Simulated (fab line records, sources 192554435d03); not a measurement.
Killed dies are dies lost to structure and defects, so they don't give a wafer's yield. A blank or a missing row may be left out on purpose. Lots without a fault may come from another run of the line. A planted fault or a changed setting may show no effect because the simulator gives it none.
A struck lot beside a sound one | flow n5_finfet | 37 steps out of a route of 1938
Sound: wafers L950.1, L950.2, L950.4. Struck: wafers L956.1, L956.3, L956.6. The cause comes at the end.
At each step with rows: each side's tool, then ch and its chambers, then its first start. Under that, the readings that differ: sound wafers | struck wafers | difference of the means | sigmas: that difference in standard deviations of wafers without a fault.
alike: readings whose means differ by less than 2 such deviations, and words and numbers that are the same on both sides. not compared: withheld readings, readings that some wafer has no value for, bounds like >300 that may hide the same value, and numbers for which the record gives no deviation and whose values overlap.
The two part at a step that has a row with sigmas, a row that says differs or no value, or rows on one side only. Numbers that don't overlap but have no deviation are shown without sigmas and don't part them. A reading that every wafer of one side lacks parts them only if that side has two wafers or more.

first, 9 steps without rows for these wafers: N5_MOL_CONTACT_COAG_SPUTTER_130 (material Co, target thk 47.5 nm); N5_MOL_CONTACT_COAG_PRECLEAN_125 (cleans in DIW, time 57.5 s); N5_MOL_CONTACT_COAG_SRD_126 (dry time 32 s); N5_MOL_CONTACT_COAG_CMP_23 (polishes, stops on SiO2, t overpolish 1.5 s, target thk 0 nm); N5_MOL_CONTACT_COAG_WET_ETCH_26 (target Co, target depth 13 nm); N5_MOL_CONTACT_COAG_WET_ETCH_116 (etches the open film in SC1-inhibited, target depth 4.6 nm, rinse time 30 s); N5_MOL_CONTACT_COAG_ALD_27 (deposits SiOC, target thk 17 nm, pulse time 1.5 s, time 2720 s); N5_MOL_CONTACT_COAG_CMP_28 (polishes, stops on SiNx, t overpolish 0.85 s, target thk 14.522 nm); N5_MOL_CONTACT_COAG_ALD_123 (deposits SiNx, target thk 5 nm, pulse time 1 s, purge time 2 s).
N5_MOL_CONTACT_COAG_PECVD_31: deposits SiO2 from TEOS/O2, target thk 46 nm, time 8.9 s.
  sound on pecvd-02 ch 0,2, day 8 06:06; struck on pecvd-02 ch 0,2, day 9 14:34
  reading                                             | sound                | struck               | difference | sigmas
  susceptor_temp_C (C)                                | 399.62 400.01 400.12 | 414.29 413.79 414.06 | +14.13     | +61
  model.SiO2_of_MOL_CONTACT_COAG_PECVD_31.thk_nm (nm) | 46 45 45.6           | 41.2 42.2 42.4       | -3.6       |
then, 19 steps without rows for these wafers: N5_MOL_CONTACT_COAG_COAT_75 (time 60 s, resist thk 60 nm); N5_MOL_CONTACT_COAG_COAT_76 (time 60 s, resist thk 10 nm); N5_MOL_CONTACT_COAG_COAT_77 (time 60 s, resist thk 10 nm); N5_MOL_CONTACT_COAG_COAT_78 (resist thk 40 nm); N5_MOL_CONTACT_COAG_EBR_80; N5_MOL_CONTACT_COAG_SOFTBAKE_79 (time 60 s); N5_MOL_CONTACT_COAG_EXPOSE_81 (exposes mask VG, defocus 0 nm); N5_MOL_CONTACT_COAG_PEB_82 (peb time 60 s); N5_MOL_CONTACT_COAG_DEVELOP_83 (develop time 30 s); N5_MOL_CONTACT_COAG_DESCUM_88 (chemistry O2, time 7 s); N5_MOL_CONTACT_COAG_ETCH_89 (etches underlayer in N2/H2, target depth 13 nm, time 10.4 s); N5_MOL_CONTACT_COAG_ETCH_90 (etches SiARC in CF4, target depth 13 nm, time 21.7 s); N5_MOL_CONTACT_COAG_ALD_131 (deposits SiO2, target thk 5 nm, pulse time 1 s, co reactant pulse time 1 s); N5_MOL_CONTACT_COAG_ETCHBACK_132 (etches SiO2 in CHF3, target depth 10 nm, time 6.7 s); N5_MOL_CONTACT_COAG_ETCH_91 (etches SOC in N2/H2, target depth 60 nm, overetch 21 nm, time 101.2 s); N5_MOL_CONTACT_COAG_STRIP_92 (strips in N2/H2); N5_MOL_CONTACT_COAG_STRIP_93 (strips in N2/H2); N5_MOL_CONTACT_COAG_ETCHBACK_135 (etches SiO2 in CHF3, target depth 25 nm, time 16.7 s); N5_MOL_CONTACT_COAG_STRIP_118 (strips in CHF3).
N5_MOL_CONTACT_COAG_VIA_ETCH_46: etches SiO2 in C4F6/O2, target depth 46 nm, overetch 9.2 nm, time 40 s.
  sound on rie_diel-06 ch 0,2,3, day 8 07:02; struck on rie_diel-05 ch 1,2,3, day 9 15:46
  reading                  | sound             | struck           | difference | sigmas
  model.etch.depth_nm (nm) | 46.07 45.06 45.55 | 41.3 42.27 42.44 | -3.6       |
  alike: C4F6_flow_sccm, O2_flow_sccm, drypump_motor_current_A, oes_ar_750_au, oes_product_au, rf_vpp_V, showerhead_plenum_p_Torr, throttle_valve_pct
  not compared: rf_hours_counter_h
then, 5 steps without rows for these wafers: N5_MOL_CONTACT_COAG_STRIP_96 (strips in N2/H2); N5_MOL_CONTACT_COAG_ETCH_47 (etches SiNx in CH3F/O2, stops on W, target depth 27 nm); N5_MOL_CONTACT_COAG_STRIP_119 (strips in N2/H2, time 30 s); N5_MOL_CONTACT_COAG_PRECLEAN_144 (cleans in alkaline clean, time 60 s); N5_MOL_CONTACT_COAG_SRD_145 (time 30 s).
N5_MOL_CONTACT_COAG_CMP_52: polishes, stops on SiO2, t overpolish 1.5 s, target thk 66.5 nm.
  sound on cmp-04 ch 0,2,3, day 8 09:20; struck on cmp-04 ch 0,1, day 9 18:22
  reading                                             | sound      | struck         | difference | sigmas
  model.SiO2_of_MOL_CONTACT_COAG_PECVD_31.thk_nm (nm) | 44 43 43.4 | 39.2 40.2 40.4 | -3.5       |
  alike: motor_current_A
N5_MOL_CONTACT_COAG_THK_MEAS_53:
  sound on film_metro-02, day 8 09:37; struck on film_metro-01, day 9 18:39
  reading          | sound          | struck         | difference | sigmas
  VIA_MOL_THK (nm) | 44.0 43.0 43.6 | 39.2 40.3 40.4 | -3.6       | -6

WHERE THEY PART
First at N5_MOL_CONTACT_COAG_PECVD_31; last, within this record, at N5_MOL_CONTACT_COAG_THK_MEAS_53.

WHY: what the simulator had put in
Process parameter drift: pecvd-02, from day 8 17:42 on, at N5_MOL_CONTACT_COAG_PECVD_31. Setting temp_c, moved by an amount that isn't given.
